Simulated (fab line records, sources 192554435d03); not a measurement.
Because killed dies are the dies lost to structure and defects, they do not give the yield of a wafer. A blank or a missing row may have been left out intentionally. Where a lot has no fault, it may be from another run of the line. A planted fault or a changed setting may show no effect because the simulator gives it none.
Matching of chambers -- flow n5 finfet -- 4 sister chambers for N5_BEOL_M2_STRIP_36 on rie diel-01
The step strips in N2/H2. 4 wafers are shown with their chamber, then 9 later ones without.

== WAFERS WITH THEIR CHAMBER ==
wafer,chamber,showerhead plenum p Torr (Torr)
L085.4,0,2.40
L092.4,2,2.31
L092.5,3,2.59
L092.6,1,2.44

== WAFERS MISSING THEIR CHAMBER ==
wafer,showerhead plenum p Torr (Torr)
L091.1,2.44
L091.2,2.31
L091.3,2.59
L093.1,2.31
L093.2,2.59
L093.4,2.43
L096.1,2.58
L096.2,2.72
L096.3,2.43

== CHAMBER TAKEN BY EACH ==
wafer,from the rows above,in truth
L091.1,can't be placed: 1 or 0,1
L091.2,2,2
L091.3,3,3
L093.1,2,2
L093.2,3,3
L093.4,can't be placed: 1 or 0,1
L096.1,3,3
L096.2,3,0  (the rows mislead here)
L096.3,can't be placed: 1 or 0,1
Correctly placed: 5 of 9. Not placeable from these rows: 3 (in 3, the candidates include the true chamber). Placed wrongly: 1.
How it was worked out, from the rows above alone: a wafer's distance from a chamber is the root of the sum, over the readings, of the square of ((its reading less the chamber's mean) divided by the reading's scatter). The wafer belongs to the nearest chamber; if the next one is less than 2 further off, it can't be placed. A chamber's mean is the mean of its shown wafers. The scatter: root of mean squared gap, hidden wafer to nearest shown wafer, with one shown wafer a chamber.
